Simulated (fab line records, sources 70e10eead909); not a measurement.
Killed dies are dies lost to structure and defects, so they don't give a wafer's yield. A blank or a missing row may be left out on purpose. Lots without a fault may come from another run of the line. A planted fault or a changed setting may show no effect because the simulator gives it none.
Which tool did it? | flow nand_harc | 15 lots, 45 wafers sampled, at 1 step of a route of 1302

WHAT THE GAUGES READ, wafer by wafer
NHARC_A_BONDPAD_THK_MEAS_30: measures by ellipsometry.
lot  | measured     | on            | thk_nm (nm)
L963 | day 23 04:49 | film_metro-02 | 201.4 199.8 200.2
L965 | day 23 20:31 | film_metro-01 | 202.5 197.2 200.1
L964 | day 24 01:37 | film_metro-01 | 199.6 200.3 196.8
L966 | day 24 02:11 | film_metro-02 | 202.1 202.5 200.1
L967 | day 24 04:22 | film_metro-01 | 202.8 198.1 197.5
L968 | day 25 07:58 | film_metro-01 | 200.4 202.2 202.0
L969 | day 26 04:41 | film_metro-01 | 197.1 196.9 198.1
L973 | day 27 11:55 | film_metro-02 | 197.5 198.7 197.8
L976 | day 28 04:37 | film_metro-01 | 199.2 199.4 199.1
L974 | day 28 07:47 | film_metro-02 | 202.6 202.3 199.0
L975 | day 28 13:37 | film_metro-02 | 200.0 196.9 196.6
L980 | day 29 12:59 | film_metro-02 | 195.7 200.0 197.2
L984 | day 31 07:08 | film_metro-01 | 199.4 199.4 198.0
L986 | day 31 14:29 | film_metro-02 | 197.0 200.8 195.4
L985 | day 31 20:41 | film_metro-01 | 198.6 199.7 199.7

WHICH TOOL RAN EACH LOT (tool, then ch and the chambers of the sampled wafers, then the start)
The record holds no process step before these readings.

WHAT THE TOOLS THEMSELVES READ (means of the sampled wafers that have a number; where no wafer has one, the mark that the record gives instead)
The record holds no such reading with a usual standard deviation.

THE ANSWER, worked out from the rows above alone
Rule: what is usual is taken from the lots themselves. Put in order of their means at a reading, lots are off if they are a third of the lots or fewer, leave a main group of 4 or more, and stand apart from it by a gap of 3 or more times the standard deviation of the main group's means; of several such gaps the widest counts. A main group whose means are all the same, to the digits that the tables above print for the reading, isn't used. A lot without any number at a reading at which 4 lots or more have one is off too. The other lots that the step has rows for count as sound. The gauges are gone through in route order, then the tools' own readings, and for those a lot's mean is taken as printed above. The first step at which some lot is off is used, and at that step the reading that is off furthest; a lot without a number counts as furthest.
No lot is off at any reading shown: from this, nothing can be told.

WHAT THE SIMULATOR HAD PUT IN
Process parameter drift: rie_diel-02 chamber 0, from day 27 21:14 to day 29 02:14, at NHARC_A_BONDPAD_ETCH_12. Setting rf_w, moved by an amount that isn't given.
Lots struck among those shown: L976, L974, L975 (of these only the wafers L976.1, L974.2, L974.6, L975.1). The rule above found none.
